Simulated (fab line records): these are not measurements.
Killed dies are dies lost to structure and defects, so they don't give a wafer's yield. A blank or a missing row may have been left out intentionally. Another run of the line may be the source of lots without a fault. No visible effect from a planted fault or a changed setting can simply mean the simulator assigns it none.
Split-lot study || flow n5-finfet || 7 lots, 39 wafers read, on a route of 1938 steps

## ABOUT THE SPLIT
At N5_BEOL_M8_ILD_DEP_00 (deposits SiCOH lowk from DEMS/porogen, target thk 179.75 nm, time 33.4 s), the setting time-s was moved away from the recipe's 33.4 s on 9 of the 39 wafers read, by -50.8% to +43.6%. This setting was run at the recipe's value on the other wafers.

## FROM THE SPLIT ON TO THE READING: in between, the file shows 1 step
- N5_BEOL_M8_CURE_74: cures SiCOH lowk, time 240 s

## THE READING
M8_ILD_THK (nm), taken at N5_BEOL_M8_THK_MEAS_01. Fault-free wafers of this fab line usually give 154.6 nm, standard deviation 2.2 nm.

{"wafer": "L075.1", "tool, chamber at the split": "pecvd-04, 2", "time-s as run, s": 33.4, "against the recipe": "recipe", "M8_ILD_THK, nm": 150.0, "against lot-mates on the recipe": "-"}
{"wafer": "L075.2", "tool, chamber at the split": "pecvd-04, 0", "time-s as run, s": 33.4, "against the recipe": "recipe", "M8_ILD_THK, nm": 152.4, "against lot-mates on the recipe": "-"}
{"wafer": "L075.3", "tool, chamber at the split": "pecvd-04, 1", "time-s as run, s": 33.4, "against the recipe": "recipe", "M8_ILD_THK, nm": 157.5, "against lot-mates on the recipe": "-"}
{"wafer": "L075.4", "tool, chamber at the split": "pecvd-04, 0", "time-s as run, s": 33.4, "against the recipe": "recipe", "M8_ILD_THK, nm": 154.4, "against lot-mates on the recipe": "-"}
{"wafer": "L075.5", "tool, chamber at the split": "pecvd-04, 1", "time-s as run, s": 33.4, "against the recipe": "recipe", "M8_ILD_THK, nm": 158.9, "against lot-mates on the recipe": "-"}
{"wafer": "L075.6", "tool, chamber at the split": "pecvd-04, 2", "time-s as run, s": 33.4, "against the recipe": "recipe", "M8_ILD_THK, nm": 153.1, "against lot-mates on the recipe": "-"}
{"wafer": "L076.2", "tool, chamber at the split": "pecvd-04, 1", "time-s as run, s": 33.4, "against the recipe": "recipe", "M8_ILD_THK, nm": 156.9, "against lot-mates on the recipe": "-"}
{"wafer": "L076.4", "tool, chamber at the split": "pecvd-04, 0", "time-s as run, s": 33.4, "against the recipe": "recipe", "M8_ILD_THK, nm": 155.2, "against lot-mates on the recipe": "-"}
{"wafer": "L076.5", "tool, chamber at the split": "pecvd-04, 1", "time-s as run, s": 33.4, "against the recipe": "recipe", "M8_ILD_THK, nm": 159.1, "against lot-mates on the recipe": "-"}
{"wafer": "L082.1", "tool, chamber at the split": "pecvd-04, 0", "time-s as run, s": 33.4, "against the recipe": "recipe", "M8_ILD_THK, nm": 157.0, "against lot-mates on the recipe": "-"}
{"wafer": "L082.2", "tool, chamber at the split": "pecvd-04, 1", "time-s as run, s": 33.4, "against the recipe": "recipe", "M8_ILD_THK, nm": 154.7, "against lot-mates on the recipe": "-"}
{"wafer": "L082.3", "tool, chamber at the split": "pecvd-04, 2", "time-s as run, s": 33.4, "against the recipe": "recipe", "M8_ILD_THK, nm": 154.2, "against lot-mates on the recipe": "-"}
{"wafer": "L082.4", "tool, chamber at the split": "pecvd-04, 1", "time-s as run, s": 33.4, "against the recipe": "recipe", "M8_ILD_THK, nm": 157.8, "against lot-mates on the recipe": "-"}
{"wafer": "L082.5", "tool, chamber at the split": "pecvd-04, 2", "time-s as run, s": 33.4, "against the recipe": "recipe", "M8_ILD_THK, nm": 156.1, "against lot-mates on the recipe": "-"}
{"wafer": "L082.6", "tool, chamber at the split": "pecvd-04, 0", "time-s as run, s": 33.4, "against the recipe": "recipe", "M8_ILD_THK, nm": 158.9, "against lot-mates on the recipe": "-"}
{"wafer": "L091.1", "tool, chamber at the split": "pecvd-04, 0", "time-s as run, s": 33.4, "against the recipe": "recipe", "M8_ILD_THK, nm": 152.4, "against lot-mates on the recipe": "-"}
{"wafer": "L091.2", "tool, chamber at the split": "pecvd-04, 2", "time-s as run, s": 33.4, "against the recipe": "recipe", "M8_ILD_THK, nm": 150.2, "against lot-mates on the recipe": "-"}
{"wafer": "L091.3", "tool, chamber at the split": "pecvd-04, 2", "time-s as run, s": 33.4, "against the recipe": "recipe", "M8_ILD_THK, nm": 152.9, "against lot-mates on the recipe": "-"}
{"wafer": "L091.4", "tool, chamber at the split": "pecvd-04, 0", "time-s as run, s": 33.4, "against the recipe": "recipe", "M8_ILD_THK, nm": 154.0, "against lot-mates on the recipe": "-"}
{"wafer": "L091.5", "tool, chamber at the split": "pecvd-04, 2", "time-s as run, s": 33.4, "against the recipe": "recipe", "M8_ILD_THK, nm": 153.8, "against lot-mates on the recipe": "-"}
{"wafer": "L091.6", "tool, chamber at the split": "pecvd-04, 0", "time-s as run, s": 33.4, "against the recipe": "recipe", "M8_ILD_THK, nm": 156.3, "against lot-mates on the recipe": "-"}
{"wafer": "L094.1", "tool, chamber at the split": "pecvd-01, 1,2", "time-s as run, s": 23.59, "against the recipe": "-29.4%", "M8_ILD_THK, nm": 110.8, "against lot-mates on the recipe": -44.9}
{"wafer": "L094.2", "tool, chamber at the split": "pecvd-01, 2", "time-s as run, s": 33.4, "against the recipe": "recipe", "M8_ILD_THK, nm": 155.0, "against lot-mates on the recipe": "-"}
{"wafer": "L094.3", "tool, chamber at the split": "pecvd-01, 0", "time-s as run, s": 33.4, "against the recipe": "recipe", "M8_ILD_THK, nm": 151.3, "against lot-mates on the recipe": "-"}
{"wafer": "L094.4", "tool, chamber at the split": "pecvd-01, 1", "time-s as run, s": 33.4, "against the recipe": "recipe", "M8_ILD_THK, nm": 160.8, "against lot-mates on the recipe": "-"}
{"wafer": "L094.5", "tool, chamber at the split": "pecvd-01, 1,2", "time-s as run, s": 23.59, "against the recipe": "-29.4%", "M8_ILD_THK, nm": 110.6, "against lot-mates on the recipe": -45.1}
{"wafer": "L094.6", "tool, chamber at the split": "pecvd-01, 0", "time-s as run, s": 23.59, "against the recipe": "-29.4%", "M8_ILD_THK, nm": 110.2, "against lot-mates on the recipe": -45.5}
{"wafer": "L093.1", "tool, chamber at the split": "pecvd-03, 0,2", "time-s as run, s": 33.4, "against the recipe": "recipe", "M8_ILD_THK, nm": 153.7, "against lot-mates on the recipe": "-"}
{"wafer": "L093.2", "tool, chamber at the split": "pecvd-03, 0,2", "time-s as run, s": 33.4, "against the recipe": "recipe", "M8_ILD_THK, nm": 153.6, "against lot-mates on the recipe": "-"}
{"wafer": "L093.3", "tool, chamber at the split": "pecvd-03, 1", "time-s as run, s": 47.96, "against the recipe": "+43.6%", "M8_ILD_THK, nm": 221.0, "against lot-mates on the recipe": "+66.1"}
{"wafer": "L093.4", "tool, chamber at the split": "pecvd-03, 0", "time-s as run, s": 47.96, "against the recipe": "+43.6%", "M8_ILD_THK, nm": 223.2, "against lot-mates on the recipe": "+68.3"}
{"wafer": "L093.5", "tool, chamber at the split": "pecvd-03, 1", "time-s as run, s": 33.4, "against the recipe": "recipe", "M8_ILD_THK, nm": 157.4, "against lot-mates on the recipe": "-"}
{"wafer": "L093.6", "tool, chamber at the split": "pecvd-03, 2", "time-s as run, s": 47.96, "against the recipe": "+43.6%", "M8_ILD_THK, nm": 221.9, "against lot-mates on the recipe": "+67.0"}
{"wafer": "L096.1", "tool, chamber at the split": "pecvd-03, 1", "time-s as run, s": 33.4, "against the recipe": "recipe", "M8_ILD_THK, nm": 152.0, "against lot-mates on the recipe": "-"}
{"wafer": "L096.2", "tool, chamber at the split": "pecvd-03, 0", "time-s as run, s": 33.4, "against the recipe": "recipe", "M8_ILD_THK, nm": 151.6, "against lot-mates on the recipe": "-"}
{"wafer": "L096.3", "tool, chamber at the split": "pecvd-03, 2", "time-s as run, s": 16.44, "against the recipe": "-50.8%", "M8_ILD_THK, nm": 76.1, "against lot-mates on the recipe": -77.3}
{"wafer": "L096.4", "tool, chamber at the split": "pecvd-03, 1", "time-s as run, s": 16.44, "against the recipe": "-50.8%", "M8_ILD_THK, nm": 77.2, "against lot-mates on the recipe": -76.2}
{"wafer": "L096.5", "tool, chamber at the split": "pecvd-03, 2", "time-s as run, s": 16.44, "against the recipe": "-50.8%", "M8_ILD_THK, nm": 76.8, "against lot-mates on the recipe": -76.6}
{"wafer": "L096.6", "tool, chamber at the split": "pecvd-03, 0", "time-s as run, s": 33.4, "against the recipe": "recipe", "M8_ILD_THK, nm": 156.7, "against lot-mates on the recipe": "-"}
When a row names more than one chamber, that row covers several wafers, and the file does not tell which wafer ran in which chamber.

THE FIT
A straight line over all 39 wafers: M8_ILD_THK changes by +1.54 nm for each +1% of time-s; r = +1.00; the points scatter about the line by 2.5 nm.
The same after taking each lot's own level away (the mean of its wafers on the recipe; 39 wafers): +1.53 nm for each +1%; r = +1.00; scatter 2.2 nm.
Per that fit: largest time-s move, reading shift of 78 nm.
The lots' own levels span 153.27 to 157.07 nm, that is 1.7 times the standard deviation above.
Hence the lot-to-lot level has little effect on the slope; both slopes agree.
Check: -77.4 nm against its lot-mates is what the line predicts for one of the wafers moved furthest among these (-50.8%) when that wafer is left out of the fit. It came out at -77.3 nm against them.

## ADDITIONAL SPLITS CARRIED BY THESE WAFERS
Note: prior to the reading, these wafers also went through further splits. Each is held against what the fit with the lots' levels taken away leaves over:
{"other split on the same wafers": "N5_BEOL_M6_HM_DEP_02 target-thk-a", "wafers away from the commonest value": 9, "r with M8_ILD_THK (lot level and that fit taken away)": "+0.08"}

## THE WHOLE CHAIN: every reading that the file lists as answering this split, in the file's order
{"step": "N5_BEOL_M8_ILD_DEP_00", "what it does": "deposits SiCOH lowk from DEMS/porogen, target thk 179.75 nm, time 33.4 s", "reading": "SiCOH_lowk_of_BEOL_M8_ILD_DEP_00.thk-nm (the simulator's own value, which no gauge read)", "change (the file's fit)": "+1.75 nm for each +1% of the setting", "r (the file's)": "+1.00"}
{"step": "N5_BEOL_M8_CURE_74", "what it does": "cures SiCOH lowk, time 240 s", "reading": "SiCOH_lowk_of_BEOL_M8_ILD_DEP_00.thk-nm (the simulator's own value, which no gauge read)", "change (the file's fit)": "+1.53 nm for each +1% of the setting", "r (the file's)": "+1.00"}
{"step": "N5_BEOL_M8_THK_MEAS_01", "what it does": "", "reading": "M8_ILD_THK", "change (the file's fit)": "+1.52 for each +1% of the setting", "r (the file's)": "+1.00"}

## THE FILE'S OWN FIT
M8_ILD_THK changes by +1.52 nm for each +1% of time-s, r = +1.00.
